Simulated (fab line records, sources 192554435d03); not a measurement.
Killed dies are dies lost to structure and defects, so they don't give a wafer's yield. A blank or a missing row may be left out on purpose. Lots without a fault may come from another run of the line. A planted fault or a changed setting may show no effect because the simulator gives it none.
Which tool did it? | flow n5_finfet | 10 lots, 30 wafers sampled, at 6 steps of a route of 1938

WHAT THE GAUGES READ, wafer by wafer
N5_BEOL_M15_INSPECT_55: inspects for defects (darkfield). Usual: raw_defect_count 63, standard deviation 24.
lot  | measured     | on                | raw_defect_count | flag
L274 | day 11 08:52 | defect_inspect-01 | 54 72 51         |
L281 | day 13 14:12 | defect_inspect-01 | 97 84 555        | OFF
L282 | day 13 19:19 | defect_inspect-01 | 542 60 47        | OFF
L286 | day 14 07:18 | defect_inspect-01 | 24 48 59         |
L291 | day 15 15:29 | defect_inspect-02 | 73 99 95         |
L292 | day 15 17:03 | defect_inspect-01 | 35 51 40         |
L294 | day 16 23:50 | defect_inspect-02 | 59 89 63         |
L296 | day 17 03:48 | defect_inspect-01 | 66 96 70         |
L297 | day 17 04:15 | defect_inspect-01 | 95 30 43         |
L293 | day 17 04:30 | defect_inspect-02 | 67 100 45        |

N5_MIM_TOP_LITHO_INSPECT_12: inspects for defects (macro). Usual: raw_defect_count 2.0, standard deviation 1.3.
lot  | measured     | on                | raw_defect_count | flag
L274 | day 11 13:57 | defect_inspect-01 | 2 0 1            |
L281 | day 13 19:58 | defect_inspect-02 | 2 3 >300         |
L282 | day 14 03:21 | defect_inspect-01 | >300 3 2         |
L286 | day 14 11:40 | defect_inspect-01 | 2 3 3            |
L291 | day 15 19:26 | defect_inspect-01 | 3 4 1            |
L292 | day 15 21:34 | defect_inspect-02 | 3 1 1            |
L294 | day 17 02:09 | defect_inspect-01 | 3 4 3            |
L296 | day 17 08:16 | defect_inspect-01 | 1 4 0            |
L297 | day 17 08:25 | defect_inspect-01 | 1 2 4            |
L293 | day 17 08:59 | defect_inspect-02 | 0 5 2            |

WHICH TOOL RAN EACH LOT (tool, then ch and the chambers of the sampled wafers, then the start)
lot  | N5_BEOL_M15_STRIP_62                          | N5_BEOL_M15_DEGAS_41         | N5_BEOL_M15_DEP_53              | N5_PASSIVATION_PECVD_00
L274 | rie_diel-01 ch 0,2, day 11 07:31 or earlier   | pvd_sputter-01, day 11 07:31 | pecvd-02 ch 0,1,2, day 11 08:46 | pecvd-04 ch 1,2, day 11 09:51
L281 | rie_diel-03 ch 2,3, day 13 12:52 or earlier   | pvd_sputter-03, day 13 12:52 | pecvd-02 ch 0,1,2, day 13 14:08 | pecvd-02 ch 0,1,2, day 13 15:13
L282 | rie_diel-05 ch 0,1,3, day 13 17:58 or earlier | pvd_sputter-03, day 13 17:58 | pecvd-02 ch 0,1,2, day 13 19:13 | pecvd-04 ch 0,1, day 13 20:18
L286 | rie_diel-03 ch 1,2,3, day 14 05:50 or earlier | pvd_sputter-01, day 14 05:50 | pecvd-01 ch 0,1,2, day 14 07:13 | pecvd-03 ch 0,1,2, day 14 08:17
L291 | rie_diel-01 ch 1,2,3, day 15 13:53 or earlier | pvd_sputter-01, day 15 13:53 | pecvd-01 ch 0,2, day 15 15:24   | pecvd-03 ch 0,1,2, day 15 16:29
L292 | rie_diel-01 ch 0,1,3, day 15 14:47 or earlier | pvd_sputter-01, day 15 14:47 | pecvd-01 ch 0,2, day 15 16:58   | pecvd-03 ch 0,1,2, day 15 18:03
L294 | rie_diel-03 ch 1,3, day 16 17:10 or earlier   | pvd_sputter-01, day 16 17:10 | pecvd-01 ch 1,2, day 16 23:44   | pecvd-02 ch 0,2, day 17 00:50
L296 | rie_diel-01 ch 0,2,3, day 17 00:24 or earlier | pvd_sputter-02, day 17 00:24 | pecvd-04 ch 0,1,2, day 17 03:42 | pecvd-03 ch 0,1,2, day 17 04:47
L297 | rie_diel-01 ch 0,2, day 17 00:57 or earlier   | pvd_sputter-02, day 17 00:57 | pecvd-04 ch 0,1, day 17 04:10   | pecvd-04 ch 0,1,2, day 17 05:14
L293 | rie_diel-03 ch 2,3, day 17 01:35 or earlier   | pvd_sputter-01, day 17 01:35 | pecvd-04 ch 0,1,2, day 17 04:25 | pecvd-02 ch 0,2, day 17 05:44
- N5_BEOL_M15_STRIP_62: strips in O2.
- N5_BEOL_M15_DEGAS_41: time 60 s.
- N5_BEOL_M15_DEP_53: deposits SiCN from 3MS/NH3, target thk 50 nm, time 17.8 s.
- N5_PASSIVATION_PECVD_00: deposits SiO2 from SiH4/N2O, target thk 200 nm, time 11.2 s.

WHAT THE TOOLS THEMSELVES READ (means of the sampled wafers that have a number; where no wafer has one, the mark that the record gives instead)
N5_BEOL_M15_STRIP_62. Usual: drypump_motor_current_A 5.7 A, standard deviation 0.37; o2_flow_sccm 225.0 sccm, standard deviation 0.77; oes_product_au 0.79 a.u., standard deviation 0.07; rf_vpp_V 3.7 V, standard deviation 0.49; showerhead_plenum_p_Torr 2.10 Torr, standard deviation 0.045; throttle_valve_pct 16.62 %, standard deviation 0.22.
lot  | tool        | drypump_motor_current_A (A) | o2_flow_sccm (sccm) | oes_product_au (a.u.) | rf_vpp_V (V) | showerhead_plenum_p_Torr (Torr) | throttle_valve_pct (%) | flag
L274 | rie_diel-01 | 5.6                         | 225.2               | 0.78                  | 3.6          | 2.08                            | 16.62                  |
L281 | rie_diel-03 | 5.7                         | 225.6               | 0.76                  | 3.9          | 2.10                            | 16.63                  |
L282 | rie_diel-05 | 5.8                         | 225.4               | 0.82                  | 3.2          | 2.09                            | 16.95                  |
L286 | rie_diel-03 | 6.0                         | 224.9               | 0.75                  | 3.9          | 2.13                            | 16.67                  |
L291 | rie_diel-01 | 5.5                         | 224.9               | 0.81                  | 4.3          | 2.09                            | 16.53                  |
L292 | rie_diel-01 | 5.5                         | 224.6               | 0.79                  | 4.0          | 2.11                            | 16.62                  |
L294 | rie_diel-03 | 6.2                         | 223.5               | 0.73                  | 4.2          | 2.15                            | 16.73                  |
L296 | rie_diel-01 | 5.5                         | 225.1               | 0.77                  | 3.7          | 2.07                            | 16.57                  |
L297 | rie_diel-01 | 5.7                         | 224.8               | 0.75                  | 3.6          | 2.04                            | 16.60                  |
L293 | rie_diel-03 | 6.0                         | 224.1               | 0.77                  | 3.7          | 2.10                            | 16.67                  |

N5_BEOL_M15_DEGAS_41. Usual: heater_power_w 474 W, standard deviation 57.
lot  | tool           | heater_power_w (W) | flag
L274 | pvd_sputter-01 | 440                |
L281 | pvd_sputter-03 | 455                |
L282 | pvd_sputter-03 | 480                |
L286 | pvd_sputter-01 | 477                |
L291 | pvd_sputter-01 | 479                |
L292 | pvd_sputter-01 | 481                |
L294 | pvd_sputter-01 | 489                |
L296 | pvd_sputter-02 | 421                |
L297 | pvd_sputter-02 | 470                |
L293 | pvd_sputter-01 | 501                |

N5_BEOL_M15_DEP_53. Usual: showerhead_plenum_p_Torr 4.161 Torr, standard deviation 0.017; throttle_valve_pct 17.8 %, standard deviation 0.73.
lot  | tool     | showerhead_plenum_p_Torr (Torr) | throttle_valve_pct (%) | flag
L274 | pecvd-02 | 4.168                           | 18.0                   |
L281 | pecvd-02 | 4.175                           | 18.1                   |
L282 | pecvd-02 | 4.164                           | 18.1                   |
L286 | pecvd-01 | 4.149                           | 17.5                   |
L291 | pecvd-01 | 4.161                           | 17.2                   |
L292 | pecvd-01 | 4.154                           | 17.2                   |
L294 | pecvd-01 | 4.150                           | 17.7                   |
L296 | pecvd-04 | 4.160                           | 17.9                   |
L297 | pecvd-04 | 4.147                           | 18.4                   |
L293 | pecvd-04 | 4.157                           | 17.9                   |

N5_PASSIVATION_PECVD_00. Usual: heater_power_w 707 W, standard deviation 110; showerhead_plenum_p_Torr 8.20 Torr, standard deviation 0.1; throttle_valve_pct 51.5 %, standard deviation 2.
lot  | tool     | heater_power_w (W) | showerhead_plenum_p_Torr (Torr) | throttle_valve_pct (%) | flag
L274 | pecvd-04 | 739                | 8.10                            | 50.5                   |
L281 | pecvd-02 | 730                | 8.20                            | 51.4                   |
L282 | pecvd-04 | 860                | 8.18                            | 51.9                   |
L286 | pecvd-03 | 614                | 8.20                            | 52.1                   |
L291 | pecvd-03 | 654                | 8.20                            | 51.9                   |
L292 | pecvd-03 | 602                | 8.20                            | 51.9                   |
L294 | pecvd-02 | 772                | 8.26                            | 53.3                   |
L296 | pecvd-03 | 627                | 8.20                            | 52.1                   |
L297 | pecvd-04 | 800                | 8.16                            | 50.5                   |
L293 | pecvd-02 | 724                | 8.29                            | 51.8                   |

THE ANSWER, worked out from the rows above alone
Rule: a lot is off if the mean of its wafers that have a number lies more than 3 standard deviations from the usual mean. A lot without any number at a reading at which 4 lots or more have one is off too. The other lots that the step has rows for count as sound. The gauges are gone through in route order, then the tools' own readings, and for those a lot's mean is taken as printed above. The first step at which some lot is off is used, and at that step the reading that is off furthest; a lot without a number counts as furthest.
Off: L281, L282, at N5_BEOL_M15_INSPECT_55 (raw_defect_count).
A tool fits if, at a process step before that reading, it ran every lot that is off, and no sound lot after the first of them. The gauges at N5_BEOL_M15_INSPECT_55 are tried like those tools. N5_BEOL_M15_STRIP_62 gives no start for some lots, so the hours and the order of its lots are those of N5_BEOL_M15_DEGAS_41. Can't be told from this: 2 tools fit, pvd_sputter-03 at N5_BEOL_M15_DEGAS_41, pecvd-02 at N5_BEOL_M15_DEP_53.

WHAT THE SIMULATOR HAD PUT IN
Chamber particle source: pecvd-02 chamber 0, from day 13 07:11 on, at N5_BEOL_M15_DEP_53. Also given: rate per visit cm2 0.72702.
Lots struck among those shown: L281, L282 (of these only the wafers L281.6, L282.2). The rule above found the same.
